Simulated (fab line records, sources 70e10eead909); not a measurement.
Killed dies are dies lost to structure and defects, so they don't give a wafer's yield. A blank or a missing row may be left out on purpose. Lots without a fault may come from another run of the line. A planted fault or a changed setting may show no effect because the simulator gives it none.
Chamber matching | flow nand_harc | NHARC_P_BONDPAD_DEP_00 on pecvd-02: 3 sister chambers
The step deposits SiCN, target thk 250 nm. 6 wafers are shown with their chamber, then 9 later ones without.

WAFERS WITH THEIR CHAMBER
wafer  | chamber | heater_power_w (W) | susceptor_temp_C (C)
L076.6 | 2       | 523                | 369.66
L083.4 | 1       | 564                | 369.69
L083.5 | 0       | 568                | 369.92
L087.2 | 0       | 493                | 370.11
L087.5 | 2       | 490                | 370.02
L087.6 | 1       | 574                | 369.85

WAFERS WITHOUT THEIR CHAMBER
wafer  | heater_power_w (W) | susceptor_temp_C (C)
L086.2 | 554                | 370.07
L086.5 | 561                | 370.07
L086.6 | 539                | 370.40
L089.1 | 542                | 369.91
L089.4 | 557                | 369.91
L089.5 | 566                | 369.99
L093.3 | 534                | 369.75
L093.5 | 539                | 369.79
L093.6 | 517                | 370.36

WHICH CHAMBER EACH WENT THROUGH
wafer  | from the rows above          | in truth
L086.2 | can't be placed: 0 or 1 or 2 | 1
L086.5 | can't be placed: 0 or 1 or 2 | 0
L086.6 | can't be placed: 0 or 2 or 1 | 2
L089.1 | can't be placed: 0 or 1 or 2 | 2
L089.4 | can't be placed: 1 or 0 or 2 | 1
L089.5 | can't be placed: 0 or 1 or 2 | 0
L093.3 | can't be placed: 2 or 1 or 0 | 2
L093.5 | can't be placed: 1 or 2 or 0 | 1
L093.6 | can't be placed: 0 or 2 or 1 | 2
Placed correctly: 0 of 9. Can't be placed from these rows: 9 (the true chamber is among the candidates in 9). Placed wrongly: 0.
How it was worked out, from the rows above alone: a wafer's distance from a chamber is the root of the sum, over the readings, of the square of ((its reading less the chamber's mean) divided by the reading's scatter). The wafer belongs to the nearest chamber; if the next one is less than 2 further off, it can't be placed. A chamber's mean is the mean of its shown wafers. The scatter: the root of (the sum of the squares of (reading less its chamber's mean) over the shown wafers, divided by (wafers less chambers)).
